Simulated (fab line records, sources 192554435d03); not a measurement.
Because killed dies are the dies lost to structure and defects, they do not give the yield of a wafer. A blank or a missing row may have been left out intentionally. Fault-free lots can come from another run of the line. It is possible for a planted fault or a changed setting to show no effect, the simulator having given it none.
Problem report, 8D (eight disciplines) form, completed by code	flow n5 finfet	the parts of the form that need people (team, actions taken, sign-off) are left out

== 1. THE PROBLEM ==
Wafers without a fault read 1500.0 rpm, standard deviation 1.1; spin speed rpm at N5_BEOL_M5_COAT_22 reads a mean of 1734.8 rpm on 6 wafers belonging to 2 lots. So: +99 or more standard deviations from the usual mean.
The step: resist thk 30 nm.
The first sign was on wafer L514.1 at day 11 07:40, on litho track-03. The record has a number at this step for 36 wafers belonging to 12 lots. The rule behind "out" and "out of limits": a value lying over 4 standard deviations away from the usual mean. The other wafers with a number count as sound.

== 2. WHAT IT IS, WHAT IT ISN'T ==
question	is	is not
which readings at this step	spin speed rpm	dispense pressure kPa
which lots	L514, L517	L504, L505, L506, L507, L510, L512, L520, L523, L524, L526
which wafers of those lots	all that have a number	-
read on which tools	litho track-03	litho track-04, litho track-05
when	from day 11 07:40	up to then (18 sound wafers); but 12 sound wafers of L520, L523, L524, L526 came after

== 3. THE SUSPECTS, EACH WITH WHAT RULES IT OUT ==
Counting: any tool at a process step up to the reading is kept as a suspect provided that every lot that is out went through it and no sound lot did after the first of them.
- litho track-03 at N5_BEOL_M5_COAT_22 (resist thk 30 nm): kept. It processed each lot that is out, first L514 at day 11 07:40, and no sound lot thereafter; up to then, the last sound lot it processed was L512 at day 10 17:28. Its own spin speed rpm readings are out on those wafers.
The count leaves litho track-03 at N5_BEOL_M5_COAT_22.

== 4. THE CAUSE (what the simulator had put in) ==
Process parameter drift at N5_BEOL_M5_COAT_22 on litho track-03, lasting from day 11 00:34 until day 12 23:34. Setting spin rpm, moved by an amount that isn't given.
After counting, this tool was the only one left.

== 5. THE EFFECT CHAIN, in route order ==
Rows list readings where the struck wafers' mean (over those with a number) sits beyond 3 standard deviations from the usual. Only readings for which the record gives a usual standard deviation are gone through. hours: the time from each lot's start at the first step in this table that gives one to its start at this step, as a median over the lots. sigmas: the change in usual standard deviations.
hours	step	reading	usual	on struck wafers	change	sigmas
0	N5_BEOL_M5_COAT_22	spin speed rpm	1500.0 rpm	1734.8	+234.8	+99 or more
Its process steps:
- N5_BEOL_M5_COAT_22: resist thk 30 nm.

== 6. WHAT WOULD HAVE CAUGHT IT SOONER ==
In this record no reading fell out of limits until day 11 07:40, 7 hours after the fault had begun at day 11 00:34.
